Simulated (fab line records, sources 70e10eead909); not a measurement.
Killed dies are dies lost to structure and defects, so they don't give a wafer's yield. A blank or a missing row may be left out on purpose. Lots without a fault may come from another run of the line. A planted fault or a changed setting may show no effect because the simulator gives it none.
fab line records | flow nand_harc
record lots=12 wafers=36 last_day=24
route steps=1159 shown A_BLC@982 HYBRID_BOND@1099 THIN_TSV@1119 END@1159
lots that met no fault: from a run of the same line without faults
start_h: hours from the record's first day to the start of the lot's first wafer shown | wait_h: hours since the lot's step before | " the same as in the row above | L1.1+2: a row that stands for several wafers | - no value, or no start given | * or withheld: withheld | < > ~ a bound
route shown NAME@n: a module of which the file shows steps, and the number in the route of the first | usual: mean/standard deviation of fault-free wafers | same: alike in all rows | chamber/n: place in a boat | sites: the reading at each site | _std_site: their standard deviation | _edge_site: outer sites' mean less inner sites' | radius_mm: how far each site lies from the wafer's centre | mask NAME#n: copy n | behind: the tool/chamber that last shaped the wafer | hold: why the lot was held/for how many hours/how that ended | device: the transistor (n, p or np) that didn't switch | end of line: the same wafers' tests at the end of the route | a step without rows: its recipe alone | killed: dies lost to structure and defects at the first sort, not the wafer's yield | map: a wafer's dies, x killed, . not, _ none there
set.NAME: the setting as run; set.NAME@STEP: as run at that earlier step | model.NAME: the simulator's own value behind a step, which no gauge read
steps of the route over a sample of lots; a table a step, a row a wafer
services: from which hour (start_h, from the record's first day; less than 0 if before it) a tool's chamber was out of use, for how many hours, and why
## steps
# step NHARC_A_BLC_STRIP_29
# recipe cf4_flow_sccm=150 ar_flow_sccm=0 bias_w=0 chemistry=CF4
# usual drypump_motor_current_A=5.7/0.51 oes_product_au=0.997/0.012 rf_vpp_V=59.3/0.86 showerhead_plenum_p_Torr=1.77/0.084 throttle_valve_pct=13.285/0.009
# same bias_w=0
# columns lot.wafer tool chamber start_h wait_h drypump_motor_current_A oes_product_au rf_hours_counter_h rf_vpp_V showerhead_plenum_p_Torr throttle_valve_pct
L557.3 rie_diel-08 1 392.05 0.1 5.4 1.011 8 58.1 1.68 13.268
L557.4 " 2 " " 6.1 0.999 10 61.0 1.86 13.303
L557.1 " 0 " " 5.5 1.004 9 59.4 1.70 13.295
L556.1 rie_diel-08 3 393.69 0.1 5.7 0.986 10 59.4 1.80 13.286
L556.5 " 1 " " 5.4 0.993 - 59.9 1.68 13.294
L556.6 " 2 " " 6.1 1.001 - 59.6 1.86 13.276
L560.3 rie_diel-08 1 416.18 0.1 5.4 0.998 11 60.3 1.68 13.274
L560.6 " 0 " " 5.5 1.008 - 59.0 1.70 13.289
L560.4 " 1 " " 5.4 1.005 - 58.2 1.68 13.287
L562.2 rie_diel-06 3 434.40 0.1 5.1 0.977 0 58.8 1.74 13.263
L562.6 " 2 " " 6.0 1.007 - 61.1 1.87 13.299
L562.5 " 3 " " 5.1 0.984 - 59.5 1.74 13.288
L561.1 rie_diel-02 3 435.15 0.1 5.2 1.013 29 58.3 1.66 13.285
L561.2 " 0 " " 6.2 0.988 37 58.3 1.64 13.278
L561.3 " 1 " " 6.3 1.001 37 59.0 1.68 13.277
L565.3 rie_diel-06 2 442.01 0.1 6.0 1.019 1 59.6 1.87 13.296
L565.2 " 0 " " 4.9 0.985 1 60.0 1.87 13.283
L565.6 " 2 " " 6.0 1.017 - 60.0 1.87 13.290
L568.1 rie_diel-06 0 465.07 0.1 4.9 0.981 3 59.4 1.87 13.288
L568.3 " 1 " " 6.6 0.994 3 59.3 1.66 13.283
L568.6 " 3 " " 5.1 0.983 - 58.8 1.74 13.291
L570.1 rie_diel-08 1 499.96 0.1 5.4 0.988 1 58.0 1.68 13.280
L570.3 " 3 " " 5.7 0.999 1 59.6 1.79 13.288
L570.4 " 0 " " 5.5 0.985 0 57.3 1.70 13.283
L572.2 rie_diel-08 1 502.58 0.1 5.4 0.988 1 59.9 1.68 13.292
L572.4 " 2 " " 6.1 1.027 1 59.0 1.85 13.271
L572.6 " 0 " " 5.5 0.998 - 58.9 1.70 13.279
L575.1 rie_diel-06 1 504.96 0.1 6.6 0.987 8 59.2 1.66 13.280
L575.2 " 2 " " 6.0 1.009 8 60.8 1.87 13.288
L575.6 " 2 " " 6.0 1.008 - 60.4 1.87 13.292
L574.2 rie_diel-08 3 505.27 0.1 5.7 0.998 1 59.5 1.79 13.287
L574.3 " 1 " " 5.4 0.989 1 59.0 1.68 13.306
L574.5 " 3 " " 5.7 1.009 - 60.3 1.79 13.286
L578.2 rie_diel-06 1 514.14 0.1 6.6 0.986 9 59.1 1.66 13.286
L578.6 " 3 " " 5.1 0.980 - 59.1 1.74 13.299
L578.5 " 0 " " 4.9 0.988 - 58.7 1.87 13.283
# step NHARC_HYBRID_BOND_OVL_MEAS_05
# usual overlay_x_nm=5/32 overlay_y_nm=-1/33
# columns lot.wafer tool chamber start_h wait_h overlay_x_nm overlay_y_nm
L557.1 overlay-01 - 428.10 0.4 31 -53
L557.3 " - " " -6 9
L557.4 " - " " -38 -15
L556.1 overlay-02 - 428.12 0.4 -35 -26
L556.5 " - " " 86 -17
L556.6 " - " " -34 -36
L560.3 overlay-01 - 441.26 0.4 41 -17
L560.4 " - " " -38 -44
L560.6 " - " " 5 43
L561.1 overlay-01 - 464.07 0.4 -24 34
L561.2 " - " " 41 0
L561.3 " - " " 0 -14
L562.2 overlay-02 - 464.07 0.4 59 30
L562.5 " - " " 52 -26
L562.6 " - " " -16 31
L565.2 overlay-02 - 464.08 0.4 33 45
L565.3 " - " " 64 -14
L565.6 " - " " 7 -21
L568.1 overlay-02 - 491.94 0.4 39 -27
L568.3 " - " " -6 -33
L568.6 " - " " -13 3
L570.1 overlay-02 - 522.95 0.4 -2 -27
L570.3 " - " " 0 -63
L570.4 " - " " -19 3
L574.2 overlay-01 - 527.24 0.4 5 49
L574.3 " - " " 10 45
L574.5 " - " " 7 3
L572.2 overlay-02 - 527.25 0.4 15 16
L572.4 " - " " 26 -28
L572.6 " - " " 14 9
L575.1 overlay-01 - 527.25 0.4 13 7
L575.2 " - " " 42 -25
L575.6 " - " " 37 -24
L578.2 overlay-02 - 539.93 0.4 22 45
L578.5 " - " " 24 22
L578.6 " - " " -33 21
# step NHARC_THIN_TSV_ETCH_44
# recipe target_depth_a=15942 time_s=797.1 cf4_flow_sccm=150 o2_flow_sccm=10 ar_flow_sccm=0 rf_w=300 bias_w=800 chemistry=CF4/O2
# usual bias_w=799.9/2.3 drypump_motor_current_A=5.9/0.5 o2_flow_sccm=10.00/0.032 oes_product_au=1.002/0.015 rf_vpp_V=795/4.8 showerhead_plenum_p_Torr=1.84/0.077 throttle_valve_pct=16.915/0.0092
# columns lot.wafer tool chamber start_h wait_h bias_w drypump_motor_current_A o2_flow_sccm oes_product_au rf_hours_counter_h rf_vpp_V showerhead_plenum_p_Torr throttle_valve_pct
L557.1 rie_diel-08 0 432.45 0.1 797.2 5.5 9.99 1.005 13 791 1.76 16.920
L557.4 " 1 " " 802.6 5.4 9.99 0.995 13 789 1.74 16.902
L557.3 " 3 " " 799.5 5.7 10.03 0.980 12 796 1.86 16.903
L556.1 rie_diel-10 0 433.65 0.2 793.9 6.7 10.05 1.011 4 787 1.72 16.903
L556.5 " 2 " " 799.4 6.3 9.99 1.021 - 800 1.94 16.901
L556.6 " 3 " " 800.0 5.7 10.04 1.003 - 797 1.89 16.899
L560.4 rie_diel-08 0 444.29 0.1 803.4 5.5 10.04 1.015 16 789 1.76 16.919
L560.3 " 2 " " 804.1 6.1 9.98 0.995 16 801 1.92 16.921
L560.6 " 3 " " 802.0 5.7 9.98 0.984 - 797 1.86 16.916
L562.2 rie_diel-07 3 467.27 0.2 796.6 6.1 9.98 1.000 3 789 1.76 16.929
L562.6 " 0 " " 801.8 6.4 10.01 1.011 - 798 1.91 16.921
L562.5 " 1 " " 795.3 5.1 10.01 1.010 - 801 1.94 16.926
L561.1 rie_diel-07 2 468.23 0.1 801.8 6.7 10.04 0.991 3 792 1.79 16.907
L561.3 " 3 " " 800.7 6.1 9.99 0.990 3 790 1.76 16.901
L561.2 " 0 " " 801.2 6.3 9.92 1.013 3 800 1.91 16.920
L565.2 rie_diel-08 3 469.38 0.1 795.2 5.7 10.05 0.982 17 798 1.86 16.918
L565.3 " 0 " " 797.7 5.5 9.97 0.996 18 789 1.76 16.925
L565.6 " 0 " " 800.2 5.5 9.93 1.002 - 790 1.76 16.905
L568.1 rie_diel-10 1 496.13 0.1 799.7 5.2 10.03 1.013 9 797 1.87 16.917
L568.3 " 0 " " 799.3 6.7 9.98 1.017 8 787 1.72 16.903
L568.6 " 1 " " 799.1 5.2 10.03 1.007 - 798 1.87 16.906
L570.4 rie_diel-08 2 528.51 0.1 800.7 6.1 9.97 1.022 4 799 1.92 16.902
L570.3 " 3 " " 797.5 5.7 10.00 0.992 3 796 1.86 16.916
L570.1 " 1 " " 801.7 5.4 10.00 0.992 4 788 1.74 16.925
L574.3 rie_diel-08 3 530.17 0.1 799.7 5.7 10.01 1.010 4 796 1.86 16.906
L574.2 " 2 " " 799.6 6.1 10.00 1.019 4 799 1.92 16.920
L574.5 " 3 " " 798.2 5.7 9.97 0.998 - 796 1.86 16.912
L572.2 rie_diel-07 1 531.31 0.1 801.0 5.1 10.06 1.020 8 801 1.94 16.915
L572.4 " 3 " " 797.4 6.1 10.03 0.980 8 789 1.76 16.912
L572.6 " 2 " " 799.9 6.7 9.99 0.999 - 792 1.78 16.918
L575.1 rie_diel-07 1 532.69 0.1 802.6 5.1 10.01 1.003 8 801 1.94 16.930
L575.2 " 3 " " 800.7 6.1 10.00 0.988 9 788 1.76 16.908
L575.6 " 1 " " 803.6 5.1 9.96 1.018 - 802 1.94 16.915
L578.2 rie_diel-10 3 542.83 0.1 801.2 5.7 10.01 1.005 0 797 1.89 16.920
L578.6 " 3 " " 798.8 5.6 10.02 1.003 - 797 1.89 16.903
L578.5 " 0 " " 800.3 6.7 10.01 1.012 - 789 1.72 16.909
# step NHARC_THIN_TSV_ETCH_59
# recipe target_depth_a=8800 icp_w=900 bias_w=100 Cl2_flow_sccm=60 bcl3_flow_sccm=30 time_s=138.1 chemistry=Cl2/BCl3
# usual bias_w=100.0/0.32 drypump_motor_current_A=5.9/0.38 oes_product_au=0.998/0.013 throttle_valve_pct=22.264/0.0091
# columns lot.wafer tool chamber start_h wait_h bias_w drypump_motor_current_A oes_product_au rf_hours_counter_h throttle_valve_pct
L557.1 rie_metal-03 1 438.42 0.1 99.8 6.1 0.991 3.7 22.262
L557.3 " 0 " " 99.5 5.8 1.005 - 22.262
L557.4 " 1 " " 99.8 6.1 0.990 - 22.276
L556.1 rie_metal-03 0 439.52 0.1 99.8 5.8 1.012 3.9 22.267
L556.6 " 0 " " 100.0 5.8 1.007 - 22.282
L556.5 " 1 " " 99.9 6.1 0.995 - 22.272
L560.4 rie_metal-01 0 450.51 0.2 100.0 6.0 0.977 - 22.259
L560.3 " 1 " " 99.7 5.7 1.003 - 22.272
L560.6 " 0 " " 99.9 6.0 0.980 - 22.264
L562.2 rie_metal-02 1 473.07 0.1 99.7 6.7 1.007 2.1 22.258
L562.6 " 1 " " 99.9 6.7 1.010 - 22.275
L562.5 " 0 " " 99.6 5.4 0.990 - 22.274
L561.1 rie_metal-03 1 474.36 0.1 99.7 6.1 0.999 0.1 22.275
L561.2 " 0 " " 99.9 5.8 1.024 0.1 22.273
L561.3 " 1 " " 99.8 6.1 0.997 - 22.253
L565.2 rie_metal-01 1 475.66 0.1 100.1 5.7 0.994 3.1 22.283
L565.3 " 0 " " 100.2 6.0 0.967 - 22.263
L565.6 " 1 " " 100.1 5.7 1.001 - 22.269
L568.1 rie_metal-03 1 502.12 0.1 99.9 6.1 0.990 0.9 22.254
L568.3 " 1 " " 99.7 6.1 0.988 - 22.249
L568.6 " 0 " " 100.4 5.8 1.014 - 22.266
L570.1 rie_metal-02 1 534.72 0.1 99.6 6.7 1.001 3.9 22.256
L570.3 " 1 " " 99.6 6.7 1.010 - 22.262
L570.4 " 0 " " 100.0 5.4 1.017 - 22.247
L574.2 rie_metal-01 0 536.25 0.1 100.3 6.0 0.979 0.5 22.268
L574.3 " 1 " " 99.8 5.7 1.005 - 22.275
L574.5 " 1 " " 100.0 5.7 1.000 - 22.265
L572.2 rie_metal-01 1 537.46 0.1 100.4 5.7 0.999 0.7 22.248
L572.4 " 1 " " 100.1 5.7 0.991 - 22.253
L572.6 " 0 " " 99.7 6.0 0.987 - 22.252
L575.1 rie_metal-03 1 539.51 0.1 100.1 6.1 0.987 2.0 22.263
L575.2 " 0 " " 99.8 5.8 1.006 2.0 22.275
L575.6 " 0 " " 100.0 5.8 1.015 - 22.263
L578.2 rie_metal-02 0 549.97 0.1 100.0 5.4 1.003 4.2 22.274
L578.5 " 0 " " 99.8 5.4 0.996 - 22.265
L578.6 " 1 " " 100.1 6.7 1.013 - 22.276
# step NHARC_END_SORT_01
# recipe temp_c=25
# usual killed_at_array=31/11 killed_at_other=0.5/0.78 killed_at_periphery=3.0/2 killed_dies=34/12 killed_open=3.2/2 killed_short=1.9/1.6
# same gross_dies=677
# columns lot.wafer tool chamber start_h wait_h killed_at_array killed_at_other killed_at_periphery killed_dies killed_open killed_short
L570.1 prober-02 0 548.56 2.5 118 0 7 125 0 2
L570.3 prober-02 0 550.18 3.1 128 0 2 130 4 0
L570.4 prober-02 0 550.99 3.4 109 0 5 114 6 2
L574.2 prober-01 0 549.45 2.8 127 0 0 127 2 1
L574.3 prober-01 0 550.26 3.1 136 0 2 138 3 2
L574.5 prober-01 0 551.89 3.8 132 0 1 133 5 0
L572.2 prober-02 0 557.20 2.8 138 0 3 141 1 2
L572.4 prober-02 0 558.81 3.4 130 1 0 131 1 1
L572.6 prober-02 0 560.43 4.0 103 0 1 104 4 3
# killed by level:class
L570.1 A_BLC:unspecified=102 A_CHANNEL_HOLE_D1:chamber_film_flake=9 P_STI:chamber_film_flake=4 A_CONTACT:chamber_film_flake=3 P_M1:chamber_film_flake=2 A_ONON_D1:geometric_particle:short=1 A_CHANNEL_FILL_D1:geometric_particle:short=1 P_GATE:chamber_film_flake=1
L574.2 A_BLC:unspecified=101 A_SLIT:chamber_film_flake=14 A_CHANNEL_HOLE_D1:chamber_film_flake=7 A_SGD_CUT:geometric_particle:open=1 A_WL_FILL:geometric_particle:short=1 A_M1:geometric_particle:open=1 A_STAIRCASE:chamber_film_flake=1 A_CONTACT:chamber_film_flake=1
L570.3 A_BLC:unspecified=100 A_CHANNEL_HOLE_D1:chamber_film_flake=16 A_CONTACT:chamber_film_flake=5 A_STAIRCASE:chamber_film_flake=3 A_M0:geometric_particle:open=2 P_M1:chamber_film_flake=2 A_CONTACT:geometric_particle:open=1 A_BLC:geometric_particle:open=1
L574.3 A_BLC:unspecified=103 A_SLIT:chamber_film_flake=20 A_CHANNEL_HOLE_D1:chamber_film_flake=4 A_WL_FILL:chamber_film_flake=4 A_CONTACT:chamber_film_flake=2 P_GATE:geometric_particle:open=1 P_M0:geometric_particle:open=1 A_ONON_D1:geometric_particle:short=1
L570.4 A_BLC:unspecified=71 A_CHANNEL_HOLE_D1:chamber_film_flake=24 P_M1:chamber_film_flake=5 A_ONON_D1:geometric_particle:open=3 A_STAIRCASE:chamber_film_flake=3 A_WL_FILL:geometric_particle:open=2 A_CHANNEL_FILL_D1:geometric_particle:short=1 A_CHANNEL_FILL_D1:geometric_particle:open=1
L574.5 A_BLC:unspecified=98 A_SLIT:chamber_film_flake=19 A_CHANNEL_HOLE_D1:chamber_film_flake=5 A_M0:geometric_particle:open=3 A_CONTACT:chamber_film_flake=2 A_WL_FILL:geometric_particle:open=1 A_BONDPAD:geometric_particle:open=1 P_BONDPAD:chamber_film_flake=1
L572.2 A_BLC:unspecified=105 A_CHANNEL_HOLE_D1:chamber_film_flake=23 A_CONTACT:chamber_film_flake=6 A_ONON_D1:geometric_particle:short=2 P_CONTACT:geometric_particle:open=1 P_GATE:chamber_film_flake=1 P_M1:chamber_film_flake=1 A_ZERO_WELL:chamber_film_flake=1
L572.4 A_BLC:unspecified=102 A_CHANNEL_HOLE_D1:chamber_film_flake=20 A_CONTACT:chamber_film_flake=5 A_ONON_D1:geometric_particle:short=1 A_M0:geometric_particle:open=1 A_CHANNEL_FILL_D1:chamber_film_flake=1 THIN_TSV:chamber_film_flake=1
L572.6 A_BLC:unspecified=73 A_CHANNEL_HOLE_D1:chamber_film_flake=20 A_M0:geometric_particle:open=2 A_CONTACT:chamber_film_flake=2 A_ONON_D1:geometric_particle:open=1 A_ONON_D1:geometric_particle:short=1 A_CHANNEL_FILL_D1:geometric_particle:open=1 A_WL_FILL:geometric_particle:short=1
## services
# columns tool chamber start_h hours kind
rie_diel-07 1 373.87 14.6 repair
rie_metal-01 1 373.95 13.4 repair
rie_diel-08 0 384.37 - clean
rie_diel-08 1 384.37 - clean
rie_diel-08 2 384.37 - clean
rie_diel-08 3 384.37 - clean
rie_metal-02 - 388.00 9.0 pm
rie_diel-08 3 402.80 16.6 repair
rie_diel-07 - 405.20 9.0 pm
rie_diel-07 1 415.73 2.8 repair
rie_diel-06 - 418.20 9.0 pm
rie_metal-02 - 419.20 1.1 repair
rie_metal-03 - 453.00 9.0 pm
rie_diel-02 2 467.67 16.4 repair
rie_diel-08 1 468.33 24.8 repair
rie_diel-10 2 474.96 9.2 repair
rie_diel-08 - 478.87 9.0 pm
rie_diel-07 1 494.16 22.6 repair
rie_diel-02 - 504.85 9.0 pm
rie_metal-01 - 509.00 9.0 pm
rie_diel-07 - 513.37 0.9 repair
rie_diel-06 2 522.71 3.3 repair
rie_diel-10 - 530.89 9.0 pm
rie_diel-06 - 547.22 1.0 repair
## key
first_sign step=NHARC_END_SORT_01 reading=killed_at_array direction=up sigmas=8.5 usual=31 struck=125
effect step=NHARC_END_SORT_01 reading=killed_dies direction=up sigmas=8 usual=34 struck=127
more_kills_born_at NHARC_A_BLC_STRIP_29@rie_diel-08=854
met_at NHARC_A_BLC_STRIP_29
struck_lots L570,L572,L574
tester_left_out L570,L572,L574
not_acting_at NHARC_HYBRID_BOND_OVL_MEAS_05,NHARC_THIN_TSV_ETCH_44,NHARC_THIN_TSV_ETCH_59
onset_between 416.18 499.96
fault kind=chamber_particle_source tool=rie_diel-08 chamber=- onset_h=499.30 steps=NHARC_A_BLC_STRIP_29 rate_per_visit_cm2=1.8455 end_h=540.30
# tester_left_out: of these lots the tester's yield and bins aren't shown, on N5 and GAA mostly nor the transistor test; their killed dies are dies lost to structure and defects alone, not to doping, threshold or leakage, so they don't give the yield
